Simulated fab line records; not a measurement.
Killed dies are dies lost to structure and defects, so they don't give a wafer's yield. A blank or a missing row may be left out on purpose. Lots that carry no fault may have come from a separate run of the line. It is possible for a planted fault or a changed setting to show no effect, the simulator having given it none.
The tool behind it: which one? + flow nand harc + 24 lots with 72 wafers sampled at 3 steps, on a route of 1302 steps

## WHAT EACH GAUGE READ, for each wafer
NHARC_P_GATE_INSPECT_28. Usual: 6.5 for raw defect count, sd 3.
| lot  | measured     | on                | raw defect count | flag |
|------|--------------|-------------------|------------------|------|
| L074 | day 5 06:31  | defect inspect-02 | 9 3 3            |      |
| L075 | day 5 13:57  | defect inspect-01 | 4 6 7            |      |
| L076 | day 5 17:58  | defect inspect-01 | 4 7 9            |      |
| L077 | day 6 12:10  | defect inspect-01 | 6 7 6            |      |
| L078 | day 7 02:26  | defect inspect-02 | 12 10 10         |      |
| L079 | day 7 02:37  | defect inspect-02 | 14 10 7          |      |
| L080 | day 7 14:29  | defect inspect-02 | 4 12 6           |      |
| L081 | day 7 23:42  | defect inspect-01 | 6 4 9            |      |
| L082 | day 8 05:41  | defect inspect-02 | 9 8 8            |      |
| L083 | day 8 22:50  | defect inspect-02 | 5 7 8            |      |
| L084 | day 9 05:41  | defect inspect-02 | 6 7 9            |      |
| L085 | day 9 15:57  | defect inspect-02 | 11 9 2           |      |
| L086 | day 9 20:14  | defect inspect-01 | 5 5 4            |      |
| L087 | day 10 10:25 | defect inspect-02 | 3 2 6            |      |
| L088 | day 11 03:27 | defect inspect-02 | 5 3 3            |      |
| L089 | day 11 04:06 | defect inspect-01 | 2 5 9            |      |
| L090 | day 11 19:27 | defect inspect-02 | 3 6 3            |      |
| L091 | day 12 02:36 | defect inspect-01 | 14 7 6           |      |
| L092 | day 12 19:28 | defect inspect-01 | 4 4 7            |      |
| L093 | day 13 00:44 | defect inspect-02 | 4 5 9            |      |
| L094 | day 13 08:00 | defect inspect-02 | 3 3 3            |      |
| L095 | day 13 23:22 | defect inspect-01 | 3 7 4            |      |
| L096 | day 14 07:09 | defect inspect-02 | 3 6 8            |      |
| L097 | day 14 18:45 | defect inspect-02 | 4 10 2           |      |

## EACH LOT AND THE TOOL THAT RAN IT (in order: tool; ch and the chambers of the sampled wafers; start)
| lot  | NHARC_P_ZERO_WELL_RTA_42         | NHARC_P_GATE_DEP_103            |
|------|----------------------------------|---------------------------------|
| L074 | rtp anneal-01 ch 0, day 2 02:53  | pecvd-01 ch 0, day 5 05:47      |
| L075 | rtp anneal-01 ch 0, day 2 14:24  | pecvd-02 ch 0,2, day 5 13:16    |
| L076 | rtp anneal-02 ch 0, day 2 23:01  | pecvd-04 ch 0,2, day 5 17:10    |
| L077 | rtp anneal-02 ch 0, day 3 08:58  | pecvd-02 ch 0,1,2, day 6 11:29  |
| L078 | rtp anneal-01 ch 0, day 3 19:41  | pecvd-02 ch 1,2, day 7 01:41    |
| L079 | rtp anneal-02 ch 0, day 4 05:14  | pecvd-02 ch 0,2, day 7 01:49    |
| L080 | rtp anneal-02 ch 0, day 4 14:46  | pecvd-01 ch 0,2, day 7 13:49    |
| L081 | rtp anneal-02 ch 0, day 5 05:02  | pecvd-01 ch 0,1,2, day 7 22:53  |
| L082 | rtp anneal-02 ch 0, day 5 10:59  | pecvd-01 ch 0,1, day 8 04:54    |
| L083 | rtp anneal-02 ch 0, day 5 20:58  | pecvd-04 ch 0,2, day 8 22:04    |
| L084 | rtp anneal-01 ch 0, day 6 07:04  | pecvd-01 ch 0,1,2, day 9 05:06  |
| L085 | rtp anneal-02 ch 0, day 6 21:13  | pecvd-04 ch 0,2, day 9 15:17    |
| L086 | rtp anneal-01 ch 0, day 7 03:06  | pecvd-01 ch 0,1,2, day 9 19:35  |
| L087 | rtp anneal-01 ch 0, day 7 13:11  | pecvd-01 ch 0,2, day 10 09:37   |
| L088 | rtp anneal-01 ch 0, day 7 23:11  | pecvd-04 ch 0,1, day 11 02:39   |
| L089 | rtp anneal-01 ch 0, day 8 08:56  | pecvd-02 ch 0,1,2, day 11 03:17 |
| L090 | rtp anneal-02 ch 0, day 8 18:59  | pecvd-04 ch 0,1,2, day 11 18:50 |
| L091 | rtp anneal-02 ch 0, day 9 04:45  | pecvd-01 ch 0,2, day 12 01:55   |
| L092 | rtp anneal-02 ch 0, day 9 17:08  | pecvd-02 ch 0,2, day 12 18:51   |
| L093 | rtp anneal-01 ch 0, day 10 01:04 | pecvd-02 ch 0,1,2, day 12 23:56 |
| L094 | rtp anneal-01 ch 0, day 10 10:56 | pecvd-02 ch 0,2, day 13 07:21   |
| L095 | rtp anneal-01 ch 0, day 10 20:59 | pecvd-02 ch 0,1,2, day 13 22:41 |
| L096 | rtp anneal-02 ch 0, day 11 06:59 | pecvd-02 ch 0,1,2, day 14 06:23 |
| L097 | rtp anneal-02 ch 0, day 11 16:59 | pecvd-01 ch 0,1, day 14 17:55   |
- NHARC_P_ZERO_WELL_RTA_42: time 300 s.
- NHARC_P_GATE_DEP_103: deposits SiON, target thk 30 nm.

## WHAT THE TOOLS THEMSELVES READ (means of the sampled wafers that have a number; where no wafer has one, the mark that the record gives instead)
NHARC_P_ZERO_WELL_RTA_42. Usual: lamp power pct 38.7 %, standard deviation 2.6; lamp_zone_6_pct 38.7 %, standard deviation 2.6; wafer_temp_C_max 1102.7, standard deviation 0.72.
| lot  | tool          | lamp power pct (%) | lamp_zone_6_pct (%) | wafer_temp_C_max | flag |
|------|---------------|--------------------|---------------------|------------------|------|
| L074 | rtp anneal-01 | 35.9               | 35.9                | 1101.7           |      |
| L075 | rtp anneal-01 | 35.9               | 35.8                | 1102.2           |      |
| L076 | rtp anneal-02 | 41.1               | 41.0                | 1103.0           |      |
| L077 | rtp anneal-02 | 41.0               | 41.0                | 1102.0           |      |
| L078 | rtp anneal-01 | 35.9               | 35.8                | 1102.8           |      |
| L079 | rtp anneal-02 | 41.2               | 41.1                | 1103.3           |      |
| L080 | rtp anneal-02 | 41.1               | 41.1                | 1101.7           |      |
| L081 | rtp anneal-02 | 41.2               | 41.1                | 1102.3           |      |
| L082 | rtp anneal-02 | 41.1               | 41.1                | 1101.7           |      |
| L083 | rtp anneal-02 | 41.1               | 41.0                | 1102.5           |      |
| L084 | rtp anneal-01 | 35.8               | 35.9                | 1102.8           |      |
| L085 | rtp anneal-02 | 41.1               | 41.1                | 1102.7           |      |
| L086 | rtp anneal-01 | 35.9               | 35.8                | 1102.8           |      |
| L087 | rtp anneal-01 | 35.8               | 35.7                | 1102.9           |      |
| L088 | rtp anneal-01 | 35.8               | 35.8                | 1102.8           |      |
| L089 | rtp anneal-01 | 35.9               | 35.8                | 1102.7           |      |
| L090 | rtp anneal-02 | 41.1               | 41.0                | 1102.8           |      |
| L091 | rtp anneal-02 | 41.1               | 41.0                | 1101.7           |      |
| L092 | rtp anneal-02 | 41.1               | 41.0                | 1102.9           |      |
| L093 | rtp anneal-01 | 35.8               | 35.9                | 1103.2           |      |
| L094 | rtp anneal-01 | 36.0               | 35.9                | 1103.2           |      |
| L095 | rtp anneal-01 | 35.9               | 35.9                | 1102.7           |      |
| L096 | rtp anneal-02 | 41.1               | 41.1                | 1102.7           |      |
| L097 | rtp anneal-02 | 41.1               | 41.1                | 1103.0           |      |

NHARC_P_GATE_DEP_103. Usual: 707 W for heater power w, sd 58.
| lot  | tool     | heater power w (W) | flag |
|------|----------|--------------------|------|
| L074 | pecvd-01 | 768                |      |
| L075 | pecvd-02 | 770                |      |
| L076 | pecvd-04 | 644                |      |
| L077 | pecvd-02 | 699                |      |
| L078 | pecvd-02 | 696                |      |
| L079 | pecvd-02 | 720                |      |
| L080 | pecvd-01 | 747                |      |
| L081 | pecvd-01 | 701                |      |
| L082 | pecvd-01 | 655                |      |
| L083 | pecvd-04 | 650                |      |
| L084 | pecvd-01 | 745                |      |
| L085 | pecvd-04 | 685                |      |
| L086 | pecvd-01 | 653                |      |
| L087 | pecvd-01 | 690                |      |
| L088 | pecvd-04 | 774                |      |
| L089 | pecvd-02 | 752                |      |
| L090 | pecvd-04 | 720                |      |
| L091 | pecvd-01 | 683                |      |
| L092 | pecvd-02 | 671                |      |
| L093 | pecvd-02 | 698                |      |
| L094 | pecvd-02 | 751                |      |
| L095 | pecvd-02 | 748                |      |
| L096 | pecvd-02 | 685                |      |
| L097 | pecvd-01 | 635                |      |

## THE ANSWER, worked out from the rows above alone
Rule: take the mean of a lot's wafers that have a number; if it is more than 3 standard deviations from the usual mean, the lot is off. A lot without any number at a reading at which 4 lots or more have one is off too. Any other lot the step has rows for is counted as sound. Order of review: gauges by route order, followed by the tools' own readings, for which a lot's mean as printed above is used. The first step at which some lot is off is used, and at that step the reading that is off furthest; a lot without a number counts as furthest.
No lot is off on any of the readings shown, so nothing can be concluded from this.

## WHAT THE SIMULATOR PUT IN
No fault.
